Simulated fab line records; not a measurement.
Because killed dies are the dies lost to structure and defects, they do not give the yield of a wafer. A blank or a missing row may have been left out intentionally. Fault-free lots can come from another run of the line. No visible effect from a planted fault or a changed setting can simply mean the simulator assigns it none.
One fault through the eyes of 3 desks -- flow nand_harc -- what lay behind the numbers comes last; until then each desk has only its own

== AT THE TOOL OWNER'S DESK: pecvd-01 ==
The tool's own readings at NHARC_A_M0_PRE_CLEAN_31 (time 12 s): means of the sampled wafers that have a number, for each lot that ran on this tool. Any lot whose mean is over 4 standard deviations away from the usual mean is out of limits and marked OUT; that distance is given in the brackets.
Columns: A = heater_power_w at NHARC_A_M0_PRE_CLEAN_31, usual 677 W
lot,first seen here,A
L110,day 18 03:22,640
L112,day 18 09:50,681
L117,day 19 11:25,691
L119,day 21 01:37,717
L123,day 21 17:25,603
L127,day 22 11:52,756
This desk's verdict: no lot among the 6 shows anything out of limits.

== FROM THE METROLOGY DESK ==
Means of the sampled wafers that have a number, per lot and without regard to the tool the lot ran on: this is what the gauges read. Any lot whose mean is over 4 standard deviations away from the usual mean is out of limits and marked OUT; that distance is given in the brackets.
Columns: A = thk_nm at NHARC_A_M0_THK_MEAS_24, usual 113.5 nm
lot,first seen here,A
L110,day 18 03:08,117.0
L112,day 18 09:34,113.7
L117,day 19 11:12,115.3
L118,day 20 06:41,114.2
L120,day 20 07:04,112.6
L121,day 20 21:58,113.4
L119,day 21 01:23,114.0
L123,day 21 17:11,114.6
L126,day 22 09:26,112.0
L127,day 22 11:38,114.7
L130,day 22 19:09,114.2
This desk's verdict: no lot among the 11 shows anything out of limits.

== THE DEFECT DESK ==
Per lot, the means of the sampled wafers with a number show what the inspections along the route counted. Any lot whose mean is over 4 standard deviations away from the usual mean is out of limits and marked OUT; that distance is given in the brackets.
Columns: A = raw_defect_count at NHARC_A_M0_INSPECT_27, usual 479; B = raw_defect_count at NHARC_A_M1_INSPECT_11, usual 35
lot,first seen here,A,B
L110,day 18 03:18,496,34
L112,day 18 09:44,474,11
L117,day 19 11:21,443,41
L118,day 20 06:50,442,38
L120,day 20 07:13,531,26
L121,day 20 22:07,558,37
L119,day 21 01:33,485,45
L123,day 21 17:21,422,391 (+24) OUT
L126,day 22 09:37,284,41
L127,day 22 11:48,438,400 (+24) OUT
L130,day 22 19:18,286,21
This desk's finding: out of limits on L123, L127; first on L123, day 21 18:51 (raw_defect_count at NHARC_A_M1_INSPECT_11). L110, L112, L117, L118, L120, L121, L119, L126, L130: within limits.

== PUT TOGETHER ==
The defect desk could have raised an alarm at day 21 18:51, on L123, L127.
The desk of the tool owner found nothing out of limits.
At the metrology desk, nothing out of limits was observed.
On record at the tool owner's desk: L123, L127, within its limits.
The metrology desk has L123, L127 on record, within its limits.
All the named lots went through NHARC_A_M0_PRE_CLEAN_31 on pecvd-01.

== WHAT THE SIMULATOR HAD INSERTED ==
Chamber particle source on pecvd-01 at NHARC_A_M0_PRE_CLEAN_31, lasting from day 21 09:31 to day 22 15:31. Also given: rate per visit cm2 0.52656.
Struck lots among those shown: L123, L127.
Hours from the fault's start to each desk's first reading out of limits: the defect desk, 9.
